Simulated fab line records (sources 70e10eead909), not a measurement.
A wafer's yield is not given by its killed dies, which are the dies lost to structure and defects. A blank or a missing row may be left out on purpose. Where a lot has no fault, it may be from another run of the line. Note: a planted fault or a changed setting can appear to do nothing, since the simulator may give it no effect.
fab line records	flow nandHarc
record: lots: 12	wafers: 33	lastDay: 32
route steps=1302 shown A_STAIRCASE@668 END@1302
lots that met no fault: from a run of the same line without faults
startH: hours from the record's first day to the start of the lot's first wafer shown	waitH: how many hours have passed since the lot's step before this one	" repeats the value in the row above	L1.1+2: several wafers, shown together as one row	- no value, or no start was given	* or withheld: withheld	< > ~ a bound
route shown NAME@n: names a module that has steps shown in the file, with the first one's number in the route	usual: average and standard deviation across the fault-free wafers	same: alike in all rows	chamber/n: place in a boat	sites: each site's reading	_std_site: their standard deviation	_edge_site: inner sites' mean taken away from outer sites' mean	radiusMm: for every site, how far away it sits from the centre of the wafer	mask NAME#n: copy n	behind: tool/chamber where the wafer was last shaped	hold: why the lot was held/for how many hours/how that ended	device: the n, p or np transistor that did not switch	end of line: the route-end tests of the same wafers	for a step that has no rows: nothing shown but its recipe	killed: dies lost to structure and defects at the first sort, not the wafer's yield	map: dies across one wafer; x = killed, . = not, _ = none there
set.NAME: the setting that was run; set.NAME@STEP: the one run at that earlier step	model.NAME: the simulator's own value behind a step, which no gauge read
one table for each step of the route and one row for each wafer, over a sample of lots
services: when a tool's chamber went out of use (startH, in hours from the record's first day, below 0 if earlier), for how many hours, and the reason
== steps ==
step: NHARC_A_STAIRCASE_TRIM_12
recipe: timeS: 211.2	o2FlowSccm: 500	arFlowSccm: 0	biasW: 0	chemistry: O2
usual: drypumpMotorCurrentA: 5.7/0.47	mfcArSccm: 0.004/0.0072	o2FlowSccm: 499.8/1.5	oesProductAu: 1.004/0.015	rfVppV: 57.8/0.95	runLengthS: 232.6/0.41	showerheadPlenumPTorr: 3.53/0.18	throttleValvePct: 17.036/0.0089
lot.wafer	tool	chamber	startH	waitH	drypumpMotorCurrentA	mfcArSccm	o2FlowSccm	oesProductAu	rfHoursCounterH	rfVppV	runLengthS	showerheadPlenumPTorr	throttleValvePct
L480.2	rieDiel-06	3	350.80	0.1	5.8	0	498.1	1.019	9	56.5	232.2	3.31	17.018
L480.5	"	3	"	"	5.8	0	499.0	1.011	-	56.2	232.1	3.31	17.033
L480.6	"	0	"	"	5.8	0	499.3	1.007	-	57.5	232.8	3.33	17.027
L483.4	rieDiel-06	2	390.19	0.1	5.6	0	500.9	1.003	21	56.5	232.6	3.49	17.029
L483.3	"	3	"	"	5.7	0	500.6	1.011	23	56.4	232.4	3.30	17.039
L483.6	"	2	"	"	5.6	0	501.4	1.014	-	58.1	232.5	3.49	17.029
L482.3	rieDiel-11	2	390.48	0.1	6.0	0	500.6	1.011	37	56.3	232.1	3.52	17.041
L482.4	"	0	"	"	4.7	0.008	498.0	1.002	36	57.7	232.8	3.47	17.042
L482.2	"	1	"	"	4.9	0	498.2	0.968	38	57.9	231.9	3.28	17.031
L487.2	rieDiel-01	1	432.26	0.1	5.2	0.021	501.2	0.999	13	59.6	232.8	3.80	17.041
L487.4	"	2	"	"	6.7	0	500.5	1.012	10	58.2	232.5	3.74	17.032
L488.1	rieDiel-01	2	446.85	0.2	6.7	0	499.0	1.007	16	58.6	232.4	3.73	17.030
L488.3	"	3	"	"	5.8	0	497.5	1.005	19	59.4	233.0	3.49	17.041
L490.3	rieDiel-01	1	460.00	0.2	5.2	0.021	501.5	0.991	25	57.1	233.2	3.79	17.038
L490.1	"	3	"	"	5.7	0	500.6	0.995	26	57.8	232.8	3.48	17.029
L494.4	rieDiel-06	3	505.85	0.1	5.7	0	498.5	0.995	3	58.0	232.6	3.81	17.031
L494.6	"	2	"	"	5.5	0	498.2	1.034	-	56.6	232.9	3.46	17.021
L494.5	"	3	"	"	5.7	0	498.7	1.000	-	59.1	231.9	3.81	17.035
L495.3	rieDiel-11	0	515.99	0.1	4.7	0.008	497.5	1.010	26	56.3	232.2	3.45	17.044
L495.4	"	1	"	"	4.9	0	501.0	0.987	18	58.8	232.0	3.80	17.041
L495.5	"	3	"	"	5.5	0	499.1	1.011	-	57.1	232.6	3.44	17.034
L496.4	rieDiel-11	3	535.20	0.1	5.5	0	499.0	1.012	32	56.8	232.8	3.44	17.023
L496.3	"	1	"	"	4.9	0	500.7	0.971	22	59.3	231.7	3.80	17.033
L496.5	"	3	"	"	5.5	0	499.0	1.009	-	57.9	232.9	3.44	17.040
L497.1	rieDiel-01	3	535.59	0.1	5.7	0	503.5	0.990	52	58.3	232.7	3.47	17.037
L497.3	"	0	"	"	5.8	0.017	497.6	1.017	48	59.2	232.8	3.63	17.011
L497.5	"	0	"	"	5.9	0.017	497.8	1.015	-	58.4	232.8	3.63	17.031
L498.2	rieDiel-01	1	550.69	0.1	5.3	0.021	501.6	1.001	57	59.0	232.6	3.78	17.024
L498.3	"	3	"	"	5.7	0	499.7	0.994	56	60.2	232.8	3.47	17.037
L498.6	"	2	"	"	6.7	0	500.4	1.003	-	58.1	232.5	3.71	17.032
L499.1	rieDiel-06	1	563.69	0.1	6.0	0	500.5	1.017	28	58.7	232.8	3.79	17.027
L499.3	"	2	"	"	5.6	0	503.2	1.032	27	58.5	232.5	3.45	17.055
L499.4	"	3	"	"	5.8	0	499.5	1.010	17	58.2	232.1	3.80	17.044
step: NHARC_A_STAIRCASE_ETCH_15
recipe: targetDepthA: 1000	timeS: 40.5	ionEnergyEv: 400	c4f8FlowSccm: 20	o2FlowSccm: 10	arFlowSccm: withheld	rfW: 600	biasW: 1000	chemistry: C4F8/O2
usual: oesProductAu: 0.946/0.018	rfVppV: 896/6.6
lot.wafer	tool	chamber	startH	waitH	oesProductAu	rfHoursCounterH	rfVppV
L480.2	rieDiel-06	0	-	-	0.960	9	890
L480.6	"	3	"	"	0.953	-	888
L480.5	"	0	"	"	0.954	-	889
L483.4	rieDiel-06	3	-	-	0.929	23	888
L483.3	"	1	"	"	0.952	20	887
L483.6	"	2	"	"	0.944	-	896
L482.4	rieDiel-11	0	-	-	0.952	36	893
L482.2	"	1	"	"	0.917	38	886
L482.3	"	3	"	"	0.950	40	893
L487.4	rieDiel-01	3	-	-	0.939	11	895
L487.2	"	0	"	"	0.955	14	900
L488.1	rieDiel-01	2	-	-	0.946	16	904
L488.3	"	3	"	"	0.936	19	895
L490.1	rieDiel-01	1	-	-	0.925	26	904
L490.3	"	3	"	"	0.932	26	894
L494.4	rieDiel-06	2	-	-	0.980	4	895
L494.6	"	3	"	"	0.940	-	905
L494.5	"	0	"	"	0.934	-	888
L495.4	rieDiel-11	2	-	-	0.902	24	894
L495.3	"	0	"	"	0.949	26	893
L495.5	"	3	"	"	0.933	-	893
L496.4	rieDiel-11	1	-	-	0.912	22	906
L496.3	"	2	"	"	0.925	28	895
L496.5	"	0	"	"	0.969	-	894
L497.3	rieDiel-01	2	-	-	0.947	48	902
L497.1	"	3	"	"	0.938	52	893
L497.5	"	1	"	"	0.940	-	905
L498.3	rieDiel-01	0	-	-	0.957	51	899
L498.2	"	2	"	"	0.958	51	903
L498.6	"	0	"	"	0.960	-	900
L499.1	rieDiel-06	1	-	-	0.951	28	905
L499.3	"	2	"	"	0.974	28	893
L499.4	"	3	"	"	0.960	18	905
step: NHARC_A_STAIRCASE_TRIM_16
recipe: timeS: 211.2	o2FlowSccm: 500	arFlowSccm: 0	biasW: 0	chemistry: O2
usual: drypumpMotorCurrentA: 5.7/0.48	mfcArSccm: 0.004/0.0072	o2FlowSccm: 500.0/1.6	oesProductAu: 1.003/0.016	rfVppV: 57.7/0.89	runLengthS: 232.5/0.4	showerheadPlenumPTorr: 3.52/0.18	throttleValvePct: 17.037/0.011
lot.wafer	tool	chamber	startH	waitH	drypumpMotorCurrentA	mfcArSccm	o2FlowSccm	oesProductAu	rfHoursCounterH	rfVppV	runLengthS	showerheadPlenumPTorr	throttleValvePct
L480.2	rieDiel-06	2	351.27	-	5.6	0	499.9	1.015	8	57.5	232.4	3.49	17.021
L480.6	"	1	"	"	6.0	0	500.1	1.033	-	57.1	232.6	3.30	17.036
L480.5	"	2	"	"	5.6	0	500.3	1.011	-	57.7	233.0	3.49	17.029
L482.4	rieDiel-11	1	390.94	-	4.9	0	500.4	0.957	38	58.0	231.8	3.28	17.050
L482.2	"	3	"	"	5.5	0	499.3	0.992	40	57.1	233.2	3.47	17.045
L482.3	"	0	"	"	4.7	0.008	500.1	1.002	36	56.0	232.2	3.47	17.028
L483.4	rieDiel-06	2	393.40	-	5.6	0	500.7	1.000	24	57.6	232.4	3.49	17.036
L483.3	"	0	"	"	5.8	0	501.5	1.001	25	56.6	232.6	3.32	17.048
L483.6	"	3	"	"	5.7	0	498.7	0.989	-	56.9	232.1	3.30	17.039
L487.2	rieDiel-01	0	432.71	-	5.8	0.017	499.0	1.004	14	57.3	232.9	3.65	17.029
L487.4	"	2	"	"	6.7	0	501.0	1.023	10	57.2	296.0	3.74	17.033
L488.3	rieDiel-01	1	447.39	-	5.2	0.021	501.8	0.987	19	57.9	232.8	3.80	17.031
L488.1	"	2	"	"	6.8	0	500.2	1.017	16	57.6	295.6	3.73	17.057
L490.1	rieDiel-01	3	460.66	-	5.7	0	500.6	0.985	26	59.8	296.1	3.48	17.032
L490.3	"	0	"	"	5.8	0.017	500.4	1.013	20	57.9	233.5	3.64	17.016
L494.4	rieDiel-06	3	506.32	-	5.7	0	499.9	1.002	3	59.0	232.1	3.81	17.037
L494.6	"	2	"	"	5.6	0	503.8	1.033	-	58.2	232.8	3.46	17.038
L494.5	"	3	"	"	5.7	0	499.5	1.009	-	57.5	231.9	3.81	17.053
L495.3	rieDiel-11	3	516.97	-	5.5	0	499.7	1.020	27	57.8	232.6	3.44	17.031
L495.4	"	2	"	"	5.9	0	498.9	0.975	24	57.7	232.2	3.49	17.039
L495.5	"	3	"	"	5.5	0	499.1	1.015	-	57.0	232.8	3.45	17.053
L496.3	rieDiel-11	3	535.72	-	5.5	0	497.8	1.002	33	57.6	232.6	3.44	17.051
L496.4	"	0	"	"	4.7	0.008	499.4	1.017	32	58.5	232.2	3.44	17.028
L496.5	"	3	"	"	5.5	0	498.0	1.010	-	58.3	233.0	3.44	17.035
L497.1	rieDiel-01	2	536.14	-	6.7	0	501.8	1.012	48	58.2	232.6	3.72	17.046
L497.3	"	3	"	"	5.8	0	501.2	1.002	52	58.2	232.7	3.47	17.038
L497.5	"	1	"	"	5.3	0.021	500.0	0.988	-	58.0	232.7	3.78	17.049
L498.3	rieDiel-01	3	551.15	-	5.8	0	495.6	1.004	56	57.5	232.9	3.46	17.042
L498.2	"	1	"	"	5.3	0.021	502.0	0.987	58	58.5	232.5	3.77	17.054
L498.6	"	0	"	"	5.9	0.017	499.6	1.007	-	58.2	232.7	3.63	17.030
L499.4	rieDiel-06	2	564.20	-	5.5	0	501.5	1.031	28	57.5	232.5	3.45	17.043
L499.1	"	3	"	"	5.8	0	500.3	1.011	18	57.1	232.1	3.80	17.021
L499.3	"	0	"	"	5.8	0	496.9	0.987	26	58.6	232.8	3.29	17.030
step: NHARC_A_STAIRCASE_ETCH_25
recipe: targetDepthA: 1000	timeS: 40.5	ionEnergyEv: 400	c4f8FlowSccm: 20	o2FlowSccm: 10	arFlowSccm: withheld	rfW: 600	biasW: 1000	chemistry: C4F8/O2
usual: oesProductAu: 0.947/0.016	rfVppV: 896/6.6
lot.wafer	tool	chamber	startH	waitH	oesProductAu	rfHoursCounterH	rfVppV
L480.2	rieDiel-11	2	-	-	0.976	27	897
L480.6	"	2	"	"	0.969	-	896
L480.5	"	3	"	"	0.954	-	894
L482.2	rieDiel-11	0	-	-	0.953	37	896
L482.3	"	1	"	"	0.931	39	888
L482.4	"	2	"	"	0.953	37	894
L483.4	rieDiel-01	1	-	-	0.935	1	907
L483.3	"	3	"	"	0.950	1	893
L483.6	"	1	"	"	0.941	-	907
L487.4	rieDiel-01	3	-	-	0.954	12	894
L487.2	"	1	"	"	0.931	14	906
L488.3	rieDiel-01	2	-	-	0.950	20	904
L488.1	"	1	"	"	0.936	23	904
L490.1	rieDiel-01	1	-	-	0.938	27	905
L490.3	"	0	"	"	0.958	21	900
L494.4	rieDiel-06	0	-	-	0.930	4	890
L494.5	"	0	"	"	0.931	-	888
L494.6	"	1	"	"	0.959	-	906
L495.4	rieDiel-11	2	-	-	0.926	25	897
L495.3	"	1	"	"	0.931	19	906
L495.5	"	2	"	"	0.915	-	896
L496.4	rieDiel-11	0	-	-	0.981	32	892
L496.3	"	2	"	"	0.945	29	894
L496.5	"	1	"	"	0.926	-	905
L497.1	rieDiel-01	3	-	-	0.925	53	895
L497.3	"	0	"	"	0.948	49	900
L497.5	"	3	"	"	0.930	-	895
L498.3	rieDiel-01	2	-	-	0.955	53	902
L498.2	"	0	"	"	0.972	56	900
L498.6	"	3	"	"	0.949	-	894
L499.1	rieDiel-06	1	-	-	0.949	29	905
L499.3	"	2	"	"	0.971	29	895
L499.4	"	3	"	"	0.963	19	906
step: NHARC_END_SORT_01
recipe: tempC: 25
usual: killedAtArray: 54/12	killedAtOther: 0.7/1.1	killedAtPeriphery: 3.9/2.8	killedDies: 59/13	killedOpen: 3.4/2	killedShort: 2.5/1.7
same: grossDies: 677
lot.wafer	tool	chamber	startH	waitH	killedAtArray	killedAtOther	killedAtPeriphery	killedDies	killedOpen	killedShort
L488.1	prober-01	0	651.88	2.5	577	3	4	584	5	3
L488.3	prober-01	0	653.47	3.1	52	3	2	57	2	1
L490.1	prober-01	0	665.93	2.5	475	1	10	486	7	1
L490.3	prober-01	0	667.54	3.1	42	0	5	47	4	1
killed by level:class
L488.1 A_STAIRCASE:areaTrim=523 A_SLIT:chamberFilmFlake=27 A_CHANNEL_HOLE_D2:chamberFilmFlake=10 P_BONDPAD:chamberFilmFlake=3 A_CHANNEL_HOLE_D1:chamberFilmFlake=3 THIN_TSV:chamberFilmFlake=3 A_M0:geometricParticle:open=2 A_CHANNEL_FILL_D2:chamberFilmFlake=2
L488.3 A_SLIT:chamberFilmFlake=26 A_CHANNEL_HOLE_D2:chamberFilmFlake=13 A_CHANNEL_FILL_D2:chamberFilmFlake=3 A_WL_FILL:chamberFilmFlake=3 A_BLC:chamberFilmFlake=3 THIN_TSV:chamberFilmFlake=3 P_CONTACT:geometricParticle:open=2 A_CHANNEL_HOLE_D1:chamberFilmFlake=2
L490.1 A_STAIRCASE:areaTrim=429 A_SLIT:chamberFilmFlake=23 A_CONTACT:chamberFilmFlake=8 P_CONTACT:chamberFilmFlake=6 A_CHANNEL_HOLE_D1:chamberFilmFlake=5 A_CHANNEL_HOLE_D2:chamberFilmFlake=3 P_M0:geometricParticle:open=2 P_CONTACT:geometricParticle:open=1
L490.3 A_SLIT:chamberFilmFlake=27 A_CONTACT:chamberFilmFlake=6 P_CONTACT:chamberFilmFlake=3 A_CHANNEL_FILL_D1:geometricParticle:open=2 A_CHANNEL_HOLE_D1:chamberFilmFlake=2 P_M1:geometricParticle:open=1 A_ONON_D1:geometricParticle:short=1 A_WL_FILL:geometricParticle:open=1
== services ==
tool	chamber	startH	hours	kind
rieDiel-11	3	330.71	3.4	repair
rieDiel-01	0	336.59	-	clean
rieDiel-01	1	336.59	-	clean
rieDiel-01	2	336.59	-	clean
rieDiel-01	3	336.59	-	clean
rieDiel-01	0	361.09	-	clean
rieDiel-01	1	361.09	-	clean
rieDiel-01	2	361.09	-	clean
rieDiel-01	3	361.09	-	clean
rieDiel-01	-	382.14	9.0	pm
rieDiel-01	0	382.14	9.0	ventCycle
rieDiel-01	1	382.14	9.0	ventCycle
rieDiel-01	2	382.14	9.0	ventCycle
rieDiel-01	3	382.14	9.0	ventCycle
rieDiel-01	0	391.14	-	clean
rieDiel-01	1	391.14	-	clean
rieDiel-01	1	391.14	-	consumableReplace:showerhead
rieDiel-01	2	391.14	-	clean
rieDiel-11	-	434.35	9.0	pm
rieDiel-01	0	441.28	19.2	repair
rieDiel-01	2	464.25	5.7	repair
rieDiel-06	0	471.24	7.3	repair
rieDiel-06	-	484.20	9.0	pm
rieDiel-01	-	559.14	9.0	pm
== key ==
firstSign: step: NHARC_A_STAIRCASE_TRIM_16	reading: runLengthS	direction: up	sigmas: 99+	usual: *	struck: *
effect: step: NHARC_END_SORT_01	reading: killedAtArray	direction: up	sigmas: 38	usual: 54	struck: 526
moreKillsBornAt: NHARC_A_STAIRCASE_TRIM_16@rieDiel-01: 952
metAt NHARC_A_STAIRCASE_TRIM_16
struckLots L487,L488,L490
struckWafers L487.4,L488.1,L490.1
laterRowsLeftOut L487.4,L488.1,L490.1
sortLeftOut L487.4
testerLeftOut L487,L488,L490
notActingAt NHARC_A_STAIRCASE_TRIM_12,NHARC_A_STAIRCASE_ETCH_15,NHARC_A_STAIRCASE_ETCH_25
fault: kind: processParameterDrift	tool: rieDiel-01	chamber: -	onsetH: 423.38	steps: NHARC_A_STAIRCASE_TRIM_16	channel: timeS	offset: *	shape: step	endH: 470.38	scope: struckWafersOnly	actsIn: *	stated: *
testerLeftOut: of these lots the tester's yield and bins aren't shown, on N5 and GAA mostly nor the transistor test; their killed dies are dies lost to structure and defects alone, not to doping, threshold or leakage, so they don't give the yield
sortLeftOut: the simulated sort isn't trusted on such a fault, so these wafers' sort isn't shown, and their yield isn't known
laterRowsLeftOut: the simulator's readings of these wafers behind a module that went badly wrong aren't trusted and aren't shown, but for the sort
